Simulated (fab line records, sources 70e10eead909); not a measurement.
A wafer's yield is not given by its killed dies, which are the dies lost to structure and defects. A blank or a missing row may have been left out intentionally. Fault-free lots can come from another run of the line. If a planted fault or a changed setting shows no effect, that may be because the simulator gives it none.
Chamber matching / flow nand-harc / 3 sister chambers for NHARC_P_M2_DEP_33 on pecvd-04
The step deposits SiCN, target thk 30 nm. 6 wafers are shown with their chamber, then 7 later ones without.

== WAFERS, EACH WITH ITS CHAMBER ==
wafer=L077.2; chamber=1; heater-power-w (W)=635; susceptor-temp-C (C)=369.87
wafer=L083.1; chamber=2; heater-power-w (W)=565; susceptor-temp-C (C)=369.88
wafer=L083.4; chamber=0; heater-power-w (W)=636; susceptor-temp-C (C)=370.32
wafer=L083.6; chamber=2; heater-power-w (W)=583; susceptor-temp-C (C)=370.13
wafer=L084.2; chamber=1; heater-power-w (W)=694; susceptor-temp-C (C)=370.17
wafer=L084.3; chamber=0; heater-power-w (W)=691; susceptor-temp-C (C)=370.29

== WAFERS WITHOUT THEIR CHAMBER ==
wafer=L084.6; heater-power-w (W)=690; susceptor-temp-C (C)=370.39
wafer=L091.1; heater-power-w (W)=558; susceptor-temp-C (C)=369.77
wafer=L091.3; heater-power-w (W)=640; susceptor-temp-C (C)=369.93
wafer=L091.4; heater-power-w (W)=613; susceptor-temp-C (C)=369.95
wafer=L092.1; heater-power-w (W)=626; susceptor-temp-C (C)=370.15
wafer=L092.2; heater-power-w (W)=638; susceptor-temp-C (C)=369.62
wafer=L092.5; heater-power-w (W)=641; susceptor-temp-C (C)=369.63

== THE CHAMBER EACH PASSED THROUGH ==
wafer=L084.6; from the rows above=can't be placed: 0 or 1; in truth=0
wafer=L091.1; from the rows above=can't be placed: 2 or 1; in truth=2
wafer=L091.3; from the rows above=can't be placed: 1 or 2 or 0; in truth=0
wafer=L091.4; from the rows above=can't be placed: 2 or 1 or 0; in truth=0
wafer=L092.1; from the rows above=can't be placed: 1 or 0 or 2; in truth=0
wafer=L092.2; from the rows above=can't be placed: 1 or 2 or 0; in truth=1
wafer=L092.5; from the rows above=can't be placed: 1 or 2 or 0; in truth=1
Correctly placed: 0 of 7. Unplaceable from these rows: 7, with the true chamber sitting among the candidates in 7. Wrongly placed: 0.
How it was worked out, from the rows above alone: a wafer's distance from a chamber is the root of the sum, over the readings, of the square of ((its reading less the chamber's mean) divided by the reading's scatter). If the next closest chamber is less than 2 further off than the closest, the wafer can't be placed; otherwise it belongs to the closest. The mean given for a chamber averages the wafers shown for that chamber. The scatter: take each reading less its chamber's mean, square it, sum over the shown wafers, divide by the number of wafers less the number of chambers, and take the root.
